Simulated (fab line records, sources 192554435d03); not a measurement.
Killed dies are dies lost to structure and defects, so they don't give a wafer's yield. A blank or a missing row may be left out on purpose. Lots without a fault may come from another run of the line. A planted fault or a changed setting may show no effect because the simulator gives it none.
fab line records | flow n5_finfet | part 2 of 2: steps 5 to 6 of 6
record lots=24 wafers=72 last_day=18
route steps=1938 shown FIN_CUT@174 STI_FIN_REVEAL@211 DUMMY_GATE@218
lots that met no fault: from a run of the same line without faults
start_h: hours from the record's first day to the start of the lot's first wafer shown | wait_h: hours since the lot's step before | " the same as in the row above | L1.1+2: a row that stands for several wafers | - no value, or no start given | * or withheld: withheld | < > ~ a bound
route shown NAME@n: a module of which the file shows steps, and the number in the route of the first | usual: mean/standard deviation of fault-free wafers | same: alike in all rows | chamber/n: place in a boat | sites: the reading at each site | _std_site: their standard deviation | _edge_site: outer sites' mean less inner sites' | radius_mm: how far each site lies from the wafer's centre | mask NAME#n: copy n | behind: the tool/chamber that last shaped the wafer | hold: why the lot was held/for how many hours/how that ended | device: the transistor (n, p or np) that didn't switch | end of line: the same wafers' tests at the end of the route | a step without rows: its recipe alone | killed: dies lost to structure and defects at the first sort, not the wafer's yield | map: a wafer's dies, x killed, . not, _ none there
set.NAME: the setting as run; set.NAME@STEP: as run at that earlier step | model.NAME: the simulator's own value behind a step, which no gauge read
steps of the route over a sample of lots; a table a step, a row a wafer
services: from which hour (start_h, from the record's first day; less than 0 if before it) a tool's chamber was out of use, for how many hours, and why
## steps
# step N5_DUMMY_GATE_ETCH_32
# recipe chemistry=CF4 target=SiO2 target_depth_a=35 time_s=3.9 ion_energy_ev=350 pressure_mtorr=10 icp_w=800 bias_w=400 cf4_flow_sccm=80
# usual drypump_motor_current_A=5.8/0.44 he_backside_leak_sccm=2.9/0.32 oes_product_au=0.994/0.014 throttle_valve_pct=21.67/0.27
# columns lot.wafer tool chamber start_h wait_h drypump_motor_current_A he_backside_leak_sccm oes_product_au rf_hours_counter_h throttle_valve_pct
L074.1 rie_si-02 0 45.24 0.1 4.9 2.5 0.978 161 21.80
L074.2 " 1 " " 6.2 3.4 0.972 152 21.54
L074.3 " 3 " " 6.3 3.2 1.011 119 21.54
L075.1 rie_si-05 0 51.33 0.1 6.0 2.6 1.006 192 21.56
L075.5 " 1 " " 5.8 2.9 0.996 - 21.35
L075.6 " 2 " " 4.8 2.7 1.002 - 21.40
L076.1 rie_si-05 2 59.08 0.1 4.9 2.8 0.987 152 21.39
L076.3 " 3 " " 6.1 2.9 0.986 107 21.42
L076.4 " 1 " " 5.8 3.0 0.990 86 21.33
L077.1 rie_si-04 2 63.94 0.1 6.1 2.9 1.002 77 21.73
L077.5 " 1 " " 6.1 2.5 1.005 - 21.43
L077.6 " 0 " " 5.8 3.1 0.983 - 22.22
L078.3 rie_si-05 2 71.85 0.1 4.9 2.9 1.003 152 21.39
L078.4 " 0 " " 6.0 2.8 0.984 193 21.56
L078.6 " 3 " " 6.1 3.1 0.976 - 21.41
L079.2 rie_si-05 2 76.17 0.1 4.9 2.7 0.992 152 21.41
L079.3 " 1 " " 5.7 2.8 0.998 87 21.32
L079.4 " 3 " " 6.1 3.0 0.993 108 21.42
L080.1 rie_si-05 0 83.33 0.1 6.0 2.8 0.996 193 21.56
L080.3 " 2 " " 4.9 2.8 0.998 152 21.38
L080.5 " 0 " " 6.0 2.8 0.996 - 21.58
L081.1 rie_si-04 3 88.58 0.1 5.5 2.7 1.024 80 21.88
L081.4 " 2 " " 6.1 2.9 1.011 77 21.73
L081.6 " 1 " " 6.1 2.3 0.996 - 21.42
L082.1 rie_si-04 0 93.79 0.1 5.8 2.9 0.993 180 22.23
L082.4 " 3 " " 5.5 2.9 1.009 80 21.89
L082.5 " 1 " " 6.1 2.4 1.004 - 21.42
L083.2 rie_si-05 3 102.59 0.1 6.1 3.0 0.999 108 21.44
L083.5 " 3 " " 6.1 3.1 0.996 - 21.42
L083.6 " 2 " " 4.9 2.8 0.989 - 21.39
L084.1 rie_si-02 1 107.22 0.1 6.2 3.6 0.976 153 21.53
L084.4 " 2 " " 6.0 2.5 0.994 4 21.90
L084.5 " 1 " " 6.2 3.4 0.976 - 21.53
L085.1 rie_si-04 0 116.50 0.1 5.8 3.1 0.979 180 22.22
L085.4 " 1 " " 6.1 2.4 1.001 5 21.43
L085.6 " 3 " " 5.5 2.9 1.000 - 21.88
L086.1 rie_si-02 1 120.14 0.1 6.2 3.5 0.962 154 21.53
L086.4 " 2 " " 6.0 2.4 0.994 4 21.89
L086.5 " 0 " " 4.9 2.7 0.969 - 21.81
L087.3 rie_si-04 0 125.22 0.1 5.7 3.0 0.982 180 22.21
L087.4 " 3 " " 5.5 2.7 1.006 81 21.88
L087.6 " 1 " " 6.1 2.4 1.005 - 21.43
L088.1 rie_si-02 2 132.18 0.1 6.0 2.6 0.988 4 21.90
L088.2 " 0 " " 4.9 2.6 0.972 163 21.80
L088.6 " 0 " " 4.9 2.7 0.977 - 21.81
L089.1 rie_si-05 1 138.44 0.1 5.8 2.9 0.999 88 21.34
L089.2 " 3 " " 6.1 3.0 1.002 109 21.42
L089.4 " 2 " " 4.9 2.9 0.995 153 21.39
L090.1 rie_si-04 0 146.81 0.1 5.8 3.1 0.990 181 22.23
L090.2 " 1 " " 6.1 2.4 1.004 5 21.43
L090.3 " 3 " " 5.5 2.9 1.011 81 21.89
L091.1 rie_si-02 2 154.12 0.1 6.0 2.3 1.000 4 21.87
L091.4 " 0 " " 4.9 2.6 0.978 163 21.80
L091.6 " 1 " " 6.2 3.6 0.972 - 21.52
L092.1 rie_si-04 1 154.64 0.1 6.1 2.4 1.009 5 21.43
L092.2 " 3 " " 5.5 2.7 1.010 81 21.90
L092.3 " 2 " " 6.1 2.9 1.004 79 21.75
L093.3 rie_si-04 0 164.96 0.1 5.7 3.0 0.995 181 22.25
L093.4 " 2 " " 6.0 3.0 1.015 79 21.74
L093.6 " 2 " " 6.1 3.0 1.017 - 21.74
L094.1 rie_si-04 3 167.76 0.1 5.5 2.9 1.011 81 21.88
L094.4 " 1 " " 6.1 2.4 1.003 5 21.42
L094.6 " 0 " " 5.8 3.2 0.979 - 22.24
L095.2 rie_si-04 2 173.29 0.1 6.1 3.0 1.008 79 21.74
L095.3 " 1 " " 6.1 2.5 1.006 6 21.41
L095.6 " 0 " " 5.8 3.0 0.992 - 22.23
L096.1 rie_si-02 0 178.19 0.1 4.9 2.7 0.966 163 21.81
L096.2 " 1 " " 6.2 3.8 0.962 155 21.52
L096.5 " 1 " " 6.2 3.5 0.962 - 21.50
L097.1 rie_si-02 1 187.03 0.1 6.2 3.8 0.981 155 21.53
L097.4 " 3 " " 6.3 3.1 1.007 121 21.56
L097.6 " 2 " " 6.0 2.6 1.000 - 21.89
# step N5_DUMMY_GATE_ETCH_44
# recipe chemistry=HBr/O2 over_etch_frac=0.7 target_depth_a=1275 stop_on=SiO2 ion_energy_ev=60 bias_w=20 target=poly-Si mask_material=SiO2 pressure_mtorr=20 icp_w=400 HBr_flow_sccm=120 O2_flow_sccm=10
# usual drypump_motor_current_A=5.8/0.44 he_backside_leak_sccm=2.9/0.35 oes_product_au=0.722/0.011 throttle_valve_pct=18.39/0.24
# columns lot.wafer tool chamber start_h wait_h drypump_motor_current_A he_backside_leak_sccm oes_product_au rf_hours_counter_h throttle_valve_pct
L074.1 rie_si-02 0 45.32 0.0 4.9 2.7 0.686 161 18.52
L074.2 " 1 " " 6.2 3.8 0.704 152 18.24
L074.3 " 3 " " 6.3 2.9 0.721 119 18.33
L075.1 rie_si-05 0 51.42 0.0 6.0 2.6 0.736 192 18.37
L075.5 " 1 " " 5.8 2.7 0.723 - 18.11
L075.6 " 2 " " 4.9 2.6 0.717 - 18.16
L076.1 rie_si-05 2 59.17 0.0 4.9 2.7 0.726 152 18.16
L076.3 " 3 " " 6.1 3.0 0.716 107 18.20
L076.4 " 1 " " 5.8 2.7 0.724 86 18.11
L077.1 rie_si-04 2 64.03 0.0 6.1 3.0 0.737 77 18.46
L077.5 " 1 " " 6.1 2.4 0.731 - 18.12
L077.6 " 0 " " 5.8 2.9 0.716 - 18.89
L078.3 rie_si-05 2 71.94 0.0 4.9 2.7 0.732 152 18.16
L078.4 " 0 " " 6.0 2.8 0.730 193 18.35
L078.6 " 3 " " 6.1 2.9 0.716 - 18.20
L079.2 rie_si-05 2 76.26 0.0 4.9 2.7 0.718 152 18.15
L079.3 " 1 " " 5.8 2.9 0.725 87 18.12
L079.4 " 3 " " 6.1 3.1 0.724 108 18.19
L080.1 rie_si-05 0 83.42 0.0 6.0 2.9 0.738 193 18.36
L080.3 " 2 " " 4.9 2.5 0.719 152 18.17
L080.5 " 0 " " 6.0 2.9 0.732 - 18.36
L081.1 rie_si-04 3 88.67 0.0 5.5 2.8 0.728 80 18.50
L081.4 " 2 " " 6.1 2.9 0.727 77 18.45
L081.6 " 1 " " 6.1 2.4 0.729 - 18.13
L082.1 rie_si-04 0 93.88 0.0 5.8 3.0 0.720 180 18.89
L082.4 " 3 " " 5.5 2.6 0.733 80 18.52
L082.5 " 1 " " 6.1 2.4 0.730 - 18.12
L083.2 rie_si-05 3 102.68 0.0 6.1 2.8 0.720 108 18.19
L083.5 " 3 " " 6.1 3.0 0.710 - 18.19
L083.6 " 2 " " 4.9 2.8 0.714 - 18.17
L084.1 rie_si-02 1 107.31 0.0 6.2 3.5 0.718 153 18.24
L084.4 " 2 " " 6.0 2.3 0.724 4 18.62
L084.5 " 1 " " 6.2 3.7 0.714 - 18.24
L085.1 rie_si-04 0 116.59 0.0 5.8 3.2 0.717 180 18.89
L085.4 " 1 " " 6.1 2.5 0.730 5 18.11
L085.6 " 3 " " 5.5 2.7 0.736 - 18.51
L086.1 rie_si-02 1 120.22 0.0 6.2 3.8 0.704 154 18.24
L086.4 " 2 " " 6.0 2.4 0.724 4 18.61
L086.5 " 0 " " 4.9 2.7 0.709 - 18.52
L087.3 rie_si-04 0 125.31 0.0 5.8 3.2 0.720 180 18.90
L087.4 " 3 " " 5.5 2.8 0.735 81 18.48
L087.6 " 1 " " 6.1 2.3 0.736 - 18.12
L088.1 rie_si-02 2 132.27 0.0 6.0 2.3 0.713 4 18.62
L088.2 " 0 " " 4.9 2.7 0.716 163 18.50
L088.6 " 0 " " 4.9 2.8 0.705 - 18.51
L089.1 rie_si-05 1 138.53 0.0 5.8 2.9 0.737 88 18.12
L089.2 " 3 " " 6.1 3.1 0.727 109 18.20
L089.4 " 2 " " 4.9 2.7 0.724 153 18.16
L090.1 rie_si-04 0 146.90 0.0 5.7 3.1 0.715 181 18.89
L090.2 " 1 " " 6.1 2.5 0.721 5 18.13
L090.3 " 3 " " 5.5 2.7 0.718 81 18.49
L091.1 rie_si-02 2 154.21 0.0 6.0 2.5 0.710 4 18.60
L091.4 " 0 " " 4.9 2.6 0.710 163 18.50
L091.6 " 1 " " 6.2 3.9 0.708 - 18.24
L092.1 rie_si-04 1 154.73 0.0 6.1 2.3 0.721 5 18.12
L092.2 " 3 " " 5.5 2.9 0.734 81 18.51
L092.3 " 2 " " 6.1 2.9 0.739 79 18.46
L093.3 rie_si-04 0 165.05 0.0 5.7 3.2 0.711 181 18.89
L093.4 " 2 " " 6.1 2.9 0.738 79 18.46
L093.6 " 2 " " 6.0 2.9 0.732 - 18.44
L094.1 rie_si-04 3 167.85 0.0 5.5 2.7 0.740 81 18.50
L094.4 " 1 " " 6.1 2.5 0.716 5 18.12
L094.6 " 0 " " 5.8 3.1 0.716 - 18.88
L095.2 rie_si-04 2 173.38 0.0 6.1 2.9 0.743 79 18.44
L095.3 " 1 " " 6.1 2.4 0.728 6 18.12
L095.6 " 0 " " 5.8 3.1 0.706 - 18.91
L096.1 rie_si-02 0 178.28 0.0 4.9 2.6 0.716 163 18.51
L096.2 " 1 " " 6.2 3.8 0.714 155 18.26
L096.5 " 1 " " 6.2 3.8 0.715 - 18.25
L097.1 rie_si-02 1 187.12 0.0 6.2 3.5 0.718 155 18.25
L097.4 " 3 " " 6.3 3.2 0.735 121 18.33
L097.6 " 2 " " 6.0 2.4 0.728 - 18.62
## services
# columns tool chamber start_h hours kind
cmp-01 - 3.60 1.3 repair
rie_si-05 0 4.67 3.3 repair
rie_diel-02 2 12.84 2.6 repair
cmp-04 - 34.95 0.3 repair
rie_diel-02 1 36.31 3.8 repair
cmp-04 - 47.08 4.0 pm
rie_si-04 - 55.76 1.7 repair
rie_diel-02 - 56.32 2.8 pm
rie_diel-05 0 56.42 14.8 repair
cmp-01 - 80.62 2.4 repair
rie_si-05 0 93.95 2.6 repair
rie_si-02 3 99.00 7.2 repair
rie_diel-06 3 106.80 1.2 repair
rie_diel-06 - 110.12 0.7 repair
cmp-04 - 134.97 0.8 repair
cmp-01 - 139.81 3.7 pm
cmp-04 - 145.28 1.4 repair
rie_diel-06 0 151.75 8.8 repair
rie_diel-06 3 160.69 - clean
cmp-02 - 160.82 0.3 repair
rie_si-05 0 179.77 2.8 repair
cmp-01 - 182.05 0.7 repair
rie_diel-06 1 185.66 1.9 repair
rie_diel-02 2 186.31 1.2 repair
